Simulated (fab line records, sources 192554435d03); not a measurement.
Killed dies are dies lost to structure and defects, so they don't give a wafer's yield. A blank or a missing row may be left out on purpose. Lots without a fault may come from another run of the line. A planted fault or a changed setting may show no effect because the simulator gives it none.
Chamber matching | flow n5_finfet | N5_BEOL_M0_SAQP_ALD_48 on ald_sin-04: 4 sister chambers
The step deposits SiO2, target thk 20 nm, pulse time 1 s, co reactant pulse time 1 s. 14 wafers are shown with their chamber, then 7 later ones without.

WAFERS WITH THEIR CHAMBER
wafer  | chamber | heater_power_w (W) | precursor_pulse_height_rel
L076.3 | 0       | 60                 | 0.989
L076.4 | 1       | 73                 | 1.027
L076.6 | 0       | 60                 | 0.972
L081.2 | 2       | 81                 | 0.977
L081.3 | 1       | 73                 | 1.044
L081.6 | 2       | 79                 | 1.001
L083.1 | 2       | 81                 | 1.005
L083.3 | 1       | 75                 | 1.029
L083.4 | 0       | 60                 | 0.983
L084.1 | 0       | 61                 | 0.995
L084.3 | 1       | 74                 | 0.981
L084.6 | 0       | 61                 | 1.023
L085.1 | 3       | 78                 | 0.988
L085.4 | 2       | 79                 | 0.975

SIGNATURES (means of the wafers above)
reading                    | chamber 0 | chamber 1 | chamber 2 | chamber 3 | scatter within a chamber
heater_power_w             | 60.40     | 73.75     | 80.00     | 78.00     | 0.892
precursor_pulse_height_rel | 0.99240   | 1.02025   | 0.98950   | 0.98800   | 0.021
Rule: a wafer's distance from a chamber is the root of the sum, over the readings, of the square of ((its reading less the chamber's mean) divided by the reading's scatter). The wafer belongs to the nearest chamber; if the next one is less than 2 further off, it can't be placed. The scatter: the root of (the sum of the squares of (reading less its chamber's mean) over the shown wafers, divided by (wafers less chambers)).

WAFERS WITHOUT THEIR CHAMBER
wafer  | heater_power_w (W) | precursor_pulse_height_rel
L085.5 | 61                 | 1.012
L088.2 | 79                 | 1.006
L088.3 | 63                 | 1.032
L088.4 | 83                 | 0.964
L097.2 | 77                 | 1.024
L097.3 | 59                 | 1.017
L097.5 | 73                 | 1.031

WHICH CHAMBER EACH WENT THROUGH
wafer  | from the rows above          | in truth
L085.5 | 0                            | 0
L088.2 | can't be placed: 2 or 3      | 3
L088.3 | 0                            | 0
L088.4 | 2                            | 2
L097.2 | can't be placed: 3 or 1 or 2 | 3
L097.3 | 0                            | 0
L097.5 | 1                            | 1
Placed correctly: 5 of 7. Can't be placed from these rows: 2 (the true chamber is among the candidates in 2). Placed wrongly: 0.
